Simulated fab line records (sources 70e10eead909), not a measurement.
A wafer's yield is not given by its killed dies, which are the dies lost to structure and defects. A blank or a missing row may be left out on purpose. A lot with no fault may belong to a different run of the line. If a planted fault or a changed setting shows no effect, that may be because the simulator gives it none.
Matching of chambers || flow nand-harc || NHARC_A_M1_CMP_23 on cmp-01 has 4 sister chambers
The step polishes, t overpolish 20 s, target thk 154.34 nm. 8 wafers are shown with their chamber, then 8 later ones without.

WAFERS, EACH WITH ITS CHAMBER
{"wafer": "L327.5", "chamber": 2, "motor-current-A (A)": 12.6, "time-to-endpoint-s (s)": 27.8}
{"wafer": "L329.2", "chamber": 0, "motor-current-A (A)": 14.8, "time-to-endpoint-s (s)": 31.9}
{"wafer": "L332.2", "chamber": 2, "motor-current-A (A)": 12.2, "time-to-endpoint-s (s)": 27.6}
{"wafer": "L332.4", "chamber": 0, "motor-current-A (A)": 16.6, "time-to-endpoint-s (s)": 26.7}
{"wafer": "L336.1", "chamber": 3, "motor-current-A (A)": 13.5, "time-to-endpoint-s (s)": 30.5}
{"wafer": "L336.4", "chamber": 1, "motor-current-A (A)": 11.4, "time-to-endpoint-s (s)": 30.8}
{"wafer": "L336.6", "chamber": 3, "motor-current-A (A)": 13.0, "time-to-endpoint-s (s)": 30.8}
{"wafer": "L339.3", "chamber": 1, "motor-current-A (A)": 12.5, "time-to-endpoint-s (s)": 31.7}

WAFERS WHOSE CHAMBER IS MISSING
{"wafer": "L339.4", "motor-current-A (A)": 12.7, "time-to-endpoint-s (s)": 32.0}
{"wafer": "L339.6", "motor-current-A (A)": 12.1, "time-to-endpoint-s (s)": 31.9}
{"wafer": "L347.2", "motor-current-A (A)": 13.3, "time-to-endpoint-s (s)": 30.1}
{"wafer": "L347.4", "motor-current-A (A)": 16.0, "time-to-endpoint-s (s)": 26.5}
{"wafer": "L347.6", "motor-current-A (A)": 15.5, "time-to-endpoint-s (s)": 27.3}
{"wafer": "L348.2", "motor-current-A (A)": 12.1, "time-to-endpoint-s (s)": 25.2}
{"wafer": "L348.4", "motor-current-A (A)": 16.0, "time-to-endpoint-s (s)": 27.1}
{"wafer": "L348.6", "motor-current-A (A)": 16.2, "time-to-endpoint-s (s)": 27.9}

WHICH CHAMBER EACH ONE RAN IN
{"wafer": "L339.4", "from the rows above": "can't be placed: 3 or 1 or 2", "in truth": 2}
{"wafer": "L339.6", "from the rows above": "can't be placed: 1 or 3 or 2", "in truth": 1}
{"wafer": "L347.2", "from the rows above": "can't be placed: 3 or 2 or 1", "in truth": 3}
{"wafer": "L347.4", "from the rows above": 0, "in truth": 0}
{"wafer": "L347.6", "from the rows above": 0, "in truth": 0}
{"wafer": "L348.2", "from the rows above": "can't be placed: 2 or 1 or 3", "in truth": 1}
{"wafer": "L348.4", "from the rows above": 0, "in truth": 0}
{"wafer": "L348.6", "from the rows above": 0, "in truth": 0}
4 of 8 placed correctly. Can't be placed from these rows: 4 (the true chamber is among the candidates in 4). Wrongly placed: 0.
How it was worked out, from the rows above alone: a wafer's distance from a chamber is the root of the sum, over the readings, of the square of ((its reading less the chamber's mean) divided by the reading's scatter). The wafer belongs to the nearest chamber; if the next one is less than 2 further off, it can't be placed. A chamber's mean is the mean of its shown wafers. The scatter is the square root of a quotient: the sum, over the shown wafers, of each reading's squared deviation from its chamber's mean, divided by wafers minus chambers.
